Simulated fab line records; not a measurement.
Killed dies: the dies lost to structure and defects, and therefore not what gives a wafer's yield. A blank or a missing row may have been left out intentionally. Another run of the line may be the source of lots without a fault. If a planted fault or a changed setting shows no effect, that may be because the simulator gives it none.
Split-lot trial | flow n5 finfet | on a route of 1938 steps: 7 lots, 39 wafers read

== SPLIT DETAILS ==
At N5_DUMMY_GATE_EXPOSE_12 (exposes mask GATE, target cd 25 nm), the setting dose mj was moved away from the recipe's 34 on 15 of the 39 wafers read, by -3.9% to +6.8%. All remaining wafers had this setting at the recipe value.

== FROM THE SPLIT TO THE READING: what the file shows between them, 2 steps ==
- N5_DUMMY_GATE_PEB_13: peb time 60 s
- N5_DUMMY_GATE_DEVELOP_14: develop time 30 s

== THE READING ==
Shown in nm: cd nm at N5_DUMMY_GATE_CD_MEAS_15, with target cd 25.8 nm. On this fab line, fault-free wafers typically give 24.93 nm with a standard deviation of 0.25 nm.

wafer  | tool, chamber at the split | dose mj as run | against the recipe | cd nm, nm | against lot-mates on the recipe
L075.1 | euv scanner-02, 0          | 34             | recipe             | 25.00     | -
L075.2 | euv scanner-02, 0          | 36.32          | +6.8%              | 23.98     | -0.96
L075.3 | euv scanner-02, 0          | 36.32          | +6.8%              | 23.73     | -1.21
L075.4 | euv scanner-02, 0          | 34             | recipe             | 24.63     | -
L075.5 | euv scanner-02, 0          | 34             | recipe             | 25.19     | -
L075.6 | euv scanner-02, 0          | 36.32          | +6.8%              | 23.89     | -1.05
L081.1 | euv scanner-01, 0          | 34             | recipe             | 25.19     | -
L081.2 | euv scanner-01, 0          | 34             | recipe             | 24.73     | -
L081.3 | euv scanner-01, 0          | 34             | recipe             | 24.78     | -
L081.4 | euv scanner-01, 0          | 34             | recipe             | 25.32     | -
L081.5 | euv scanner-01, 0          | 34             | recipe             | 25.22     | -
L081.6 | euv scanner-01, 0          | 34             | recipe             | 25.24     | -
L082.1 | euv scanner-02, 0          | 34.82          | +2.4%              | 24.58     | -0.39
L082.2 | euv scanner-02, 0          | 34.82          | +2.4%              | 24.58     | -0.39
L082.3 | euv scanner-02, 0          | 34             | recipe             | 25.04     | -
L082.4 | euv scanner-02, 0          | 34             | recipe             | 24.97     | -
L082.5 | euv scanner-02, 0          | 34             | recipe             | 24.89     | -
L082.6 | euv scanner-02, 0          | 34.82          | +2.4%              | 24.54     | -0.43
L088.2 | euv scanner-02, 0          | 34             | recipe             | 25.29     | -
L088.4 | euv scanner-02, 0          | 34             | recipe             | 25.27     | -
L088.6 | euv scanner-02, 0          | 34             | recipe             | 25.00     | -
L091.1 | euv scanner-02, 0          | 34             | recipe             | 24.97     | -
L091.2 | euv scanner-02, 0          | 33.27          | -2.1%              | 25.54     | +0.66
L091.3 | euv scanner-02, 0          | 33.27          | -2.1%              | 25.11     | +0.23
L091.4 | euv scanner-02, 0          | 34             | recipe             | 24.84     | -
L091.5 | euv scanner-02, 0          | 33.27          | -2.1%              | 25.27     | +0.39
L091.6 | euv scanner-02, 0          | 34             | recipe             | 24.84     | -
L093.1 | euv scanner-01, 0          | 34             | recipe             | 24.93     | -
L093.2 | euv scanner-01, 0          | 34.75          | +2.2%              | 24.90     | -0.30
L093.3 | euv scanner-01, 0          | 34             | recipe             | 25.20     | -
L093.4 | euv scanner-01, 0          | 34.75          | +2.2%              | 24.91     | -0.29
L093.5 | euv scanner-01, 0          | 34.75          | +2.2%              | 24.72     | -0.48
L093.6 | euv scanner-01, 0          | 34             | recipe             | 25.48     | -
L095.1 | euv scanner-02, 0          | 34             | recipe             | 25.01     | -
L095.2 | euv scanner-02, 0          | 32.67          | -3.9%              | 25.63     | +0.69
L095.3 | euv scanner-02, 0          | 32.67          | -3.9%              | 25.91     | +0.97
L095.4 | euv scanner-02, 0          | 32.67          | -3.9%              | 25.68     | +0.74
L095.5 | euv scanner-02, 0          | 34             | recipe             | 24.71     | -
L095.6 | euv scanner-02, 0          | 34             | recipe             | 25.11     | -

THE FIT
A straight line over all 39 wafers: cd nm changes by -0.167 nm for each +1% of dose mj; r = -0.90; the points scatter about the line by 0.2 nm.
The same after taking each lot's own level away (the mean of its wafers on the recipe; 39 wafers): -0.172 nm for each +1%; r = -0.93; scatter 0.17 nm.
On that fit, the largest move of dose mj shifts the reading by 1.2 nm.
The lots' own levels span 24.883 to 25.203 nm, that is 1.3 times the standard deviation above.
The two slopes are in agreement: the lot-to-lot level therefore moves the slope only a little.
Check: with one of the wafers moved furthest among these (+6.8%) left out of the fit, the line predicts -1.2 nm for it against its lot-mates. It came out at -0.96 nm against them.

== FURTHER SPLITS ON THESE WAFERS ==
These wafers also went through other splits before the reading. Each is held against what the fit with the lots' levels taken away leaves over:
other split on the same wafers    | wafers away from the commonest value | r with cd nm (lot level and that fit taken away)
N5_WELL_APT_IMPLANT_32 energy kev | 15                                   | -0.12

== THE WHOLE CHAIN: every reading that the file lists as answering this split, in the file's order ==
step                     | what it does                                                   | reading                                                           | change (the file's fit)               | r (the file's)
N5_DUMMY_GATE_CD_MEAS_15 | target cd 25.8 nm                                              | cd nm                                                             | -0.17 nm for each +1% of the setting  | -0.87
N5_DUMMY_GATE_ETCH_44    | etches poly-Si in HBr/O2, stops on SiO2, target depth 127.5 nm | DUMMY_GATE.cd nm (the simulator's own value, which no gauge read) | -0.186 nm for each +1% of the setting | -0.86

== THE FILE'S OWN FIT ==
cd nm changes by -0.17 nm for each +1% of dose mj, r = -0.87.
